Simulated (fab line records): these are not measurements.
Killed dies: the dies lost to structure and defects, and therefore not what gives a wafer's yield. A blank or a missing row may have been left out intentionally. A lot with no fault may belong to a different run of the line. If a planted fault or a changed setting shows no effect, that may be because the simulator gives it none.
Chamber matching | flow n5_finfet | 3 sister chambers for N5_PASSIVATION_PECVD_00 on pecvd-01
The step deposits SiO2 from SiH4/N2O, target thk 200 nm, time 11.2 s. 3 wafers are shown with their chamber, then 9 later ones without.

== WAFERS, EACH WITH ITS CHAMBER ==
wafer  | chamber | throttle_valve_pct (%)
L086.1 | 0       | 46.3
L086.2 | 1       | 52.5
L086.4 | 2       | 50.1

== WAFERS WITH NO CHAMBER GIVEN ==
wafer  | throttle_valve_pct (%)
L088.2 | 46.5
L088.3 | 50.5
L088.5 | 52.6
L095.1 | 52.9
L095.3 | 46.4
L095.5 | 46.6
L096.1 | 50.5
L096.5 | 52.5
L096.6 | 50.6

== EACH ONE'S CHAMBER ==
wafer  | from the rows above | in truth
L088.2 | 0                   | 0
L088.3 | 2                   | 2
L088.5 | 1                   | 1
L095.1 | 1                   | 1
L095.3 | 0                   | 0
L095.5 | 0                   | 0
L096.1 | 2                   | 2
L096.5 | 1                   | 1
L096.6 | 2                   | 2
Correct placement for 9 of the 9. Can't be placed from these rows: 0. Placed wrongly: 0.
How it was worked out, from the rows above alone: a wafer's distance from a chamber is the root of the sum, over the readings, of the square of ((its reading less the chamber's mean) divided by the reading's scatter). The wafer belongs to the nearest chamber; if the next one is less than 2 further off, it can't be placed. For every chamber, the mean is computed from those of its wafers that are shown. The scatter: root of mean squared gap, hidden wafer to nearest shown wafer, with one shown wafer a chamber.
